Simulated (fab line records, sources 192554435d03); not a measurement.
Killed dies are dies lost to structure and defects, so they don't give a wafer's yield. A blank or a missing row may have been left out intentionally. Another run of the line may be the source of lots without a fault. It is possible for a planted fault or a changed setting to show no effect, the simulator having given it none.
Which tool did it?    flow n5-finfet    12 lots with 34 wafers sampled at 3 steps, on a route of 1938 steps

## WHAT EACH GAUGE READ, for each wafer
N5_WELL_APT_OVL_MEAS_09. Usual: NWELL_OVL typically reads -1 nm, with standard deviation 5.1.
lot   measured     on          NWELL_OVL (nm)  flag
L541  day 1 13:43  overlay-01  -8 -4 -10       
L542  day 1 20:04  overlay-01  3 -4 6          
L544  day 2 07:59  overlay-01  -14 -8 -11      
L547  day 3 01:43  overlay-02  -4 -2           
L548  day 3 07:43  overlay-01  -3 -5           
L549  day 3 14:10  overlay-01  -3 -7 -2        
L551  day 4 01:46  overlay-02  3 -4 2          
L552  day 4 07:55  overlay-02  4 -2 0          
L560  day 6 08:02  overlay-01  8 -2 3          
L561  day 6 13:37  overlay-01  -10 -3 -5       
L563  day 7 01:36  overlay-01  1 -4 5          
L564  day 7 07:56  overlay-02  0 4 5           

## TOOL THAT RAN EACH LOT (tool first, then ch and the chambers of the sampled wafers, then the start)
lot   N5_ZERO_LAYER_DESCUM_16            N5_ZERO_LAYER_ETCH_17
L541  rie-diel-05 ch 2,3, day 1 12:48    rie-diel-05 ch 2,3, day 1 12:50
L542  rie-diel-03 ch 0,2, day 1 19:02    rie-diel-03 ch 0,2, day 1 19:04
L544  rie-diel-03 ch 1,3, day 2 06:53    rie-diel-03 ch 1,3, day 2 06:55
L547  rie-diel-05 ch 1, day 3 00:48      rie-diel-05 ch 1, day 3 00:50
L548  rie-diel-03 ch 0, day 3 06:49      rie-diel-03 ch 0, day 3 06:50
L549  rie-diel-03 ch 0,3, day 3 13:08    rie-diel-03 ch 0,3, day 3 13:10
L551  rie-diel-06 ch 0,1,3, day 4 00:49  rie-diel-06 ch 0,1,3, day 4 00:52
L552  rie-diel-05 ch 1,3, day 4 06:52    rie-diel-05 ch 1,3, day 4 06:53
L560  rie-diel-06 ch 0,1, day 6 07:00    rie-diel-06 ch 0,1, day 6 07:02
L561  rie-diel-03 ch 1,3, day 6 12:41    rie-diel-03 ch 1,3, day 6 12:43
L563  rie-diel-05 ch 1,2, day 7 00:41    rie-diel-05 ch 1,2, day 7 00:44
L564  rie-diel-06 ch 0,1,3, day 7 06:48  rie-diel-06 ch 0,1,3, day 7 06:50
- N5_ZERO_LAYER_DESCUM_16: chemistry O2, time 7.9 s.
- N5_ZERO_LAYER_ETCH_17: etches SiO2 in CF4, target depth 12 nm, time 13.3 s.

## WHAT THE TOOLS THEMSELVES READ (means of the sampled wafers that have a number; where no wafer has one, the mark that the record gives instead)
N5_ZERO_LAYER_DESCUM_16. Usual: drypump-motor-current-A 5.78 A, standard deviation 0.3; oes-product-au 0.77 a.u., standard deviation 0.071; rf-vpp-V 242.8 V, standard deviation 1.3; showerhead-plenum-p-Torr 2.07 Torr, standard deviation 0.063; throttle-valve-pct 20.48 %, standard deviation 0.21.
lot   tool         drypump-motor-current-A (A)  oes-product-au (a.u.)  rf-vpp-V (V)  showerhead-plenum-p-Torr (Torr)  throttle-valve-pct (%)  flag
L541  rie-diel-05  5.76                         0.87                   244.4         2.12                             20.44                   
L542  rie-diel-03  6.18                         0.71                   241.6         2.03                             20.44                   
L544  rie-diel-03  5.78                         0.80                   241.9         2.04                             20.42                   
L547  rie-diel-05  5.78                         0.78                   245.2         2.20                             20.37                   
L548  rie-diel-03  6.40                         0.68                   243.4         2.08                             20.71                   
L549  rie-diel-03  5.94                         0.75                   241.8         2.03                             20.60                   
L551  rie-diel-06  5.69                         0.84                   242.6         2.03                             20.31                   
L552  rie-diel-05  5.88                         0.83                   244.0         2.16                             20.52                   
L560  rie-diel-06  5.59                         0.85                   242.1         2.04                             20.31                   
L561  rie-diel-03  5.79                         0.77                   242.7         2.03                             20.46                   
L563  rie-diel-05  5.46                         0.73                   243.5         2.09                             20.33                   
L564  rie-diel-06  5.68                         0.81                   241.4         2.03                             20.34                   

N5_ZERO_LAYER_ETCH_17. Usual: drypump-motor-current-A 5.78 A, standard deviation 0.3; oes-product-au 0.77 a.u., standard deviation 0.072; rf-vpp-V 947 V, standard deviation 4; showerhead-plenum-p-Torr 2.13 Torr, standard deviation 0.064; throttle-valve-pct 15.75 %, standard deviation 0.22.
lot   tool         drypump-motor-current-A (A)  oes-product-au (a.u.)  rf-vpp-V (V)  showerhead-plenum-p-Torr (Torr)  throttle-valve-pct (%)  flag
L541  rie-diel-05  5.75                         0.85                   950           2.19                             15.75                   
L542  rie-diel-03  6.15                         0.72                   944           2.08                             15.65                   
L544  rie-diel-03  5.78                         0.82                   946           2.11                             15.77                   
L547  rie-diel-05  5.79                         0.80                   954           2.24                             15.59                   
L548  rie-diel-03  6.40                         0.68                   946           2.10                             15.80                   
L549  rie-diel-03  5.95                         0.75                   945           2.08                             15.84                   
L551  rie-diel-06  5.69                         0.85                   945           2.07                             15.47                   
L552  rie-diel-05  5.89                         0.83                   953           2.21                             15.72                   
L560  rie-diel-06  5.59                         0.86                   947           2.08                             15.40                   
L561  rie-diel-03  5.81                         0.79                   946           2.10                             15.83                   
L563  rie-diel-05  5.47                         0.72                   950           2.18                             15.79                   
L564  rie-diel-06  5.69                         0.82                   944           2.07                             15.50                   

## THE ANSWER, worked out from the rows above alone
Rule: take the mean of a lot's wafers that have a number; if it is more than 3 standard deviations from the usual mean, the lot is off. A lot without any number at a reading at which 4 lots or more have one is off too. Any other lot the step has rows for is counted as sound. First the gauges in route order, then the tools' own readings, where a lot's mean is used as printed above. The first step at which some lot is off is used, and at that step the reading that is off furthest; a lot without a number counts as furthest.
No lot is off at any reading shown: from this, nothing can be told.

## WHAT THE SIMULATOR HAD PUT IN
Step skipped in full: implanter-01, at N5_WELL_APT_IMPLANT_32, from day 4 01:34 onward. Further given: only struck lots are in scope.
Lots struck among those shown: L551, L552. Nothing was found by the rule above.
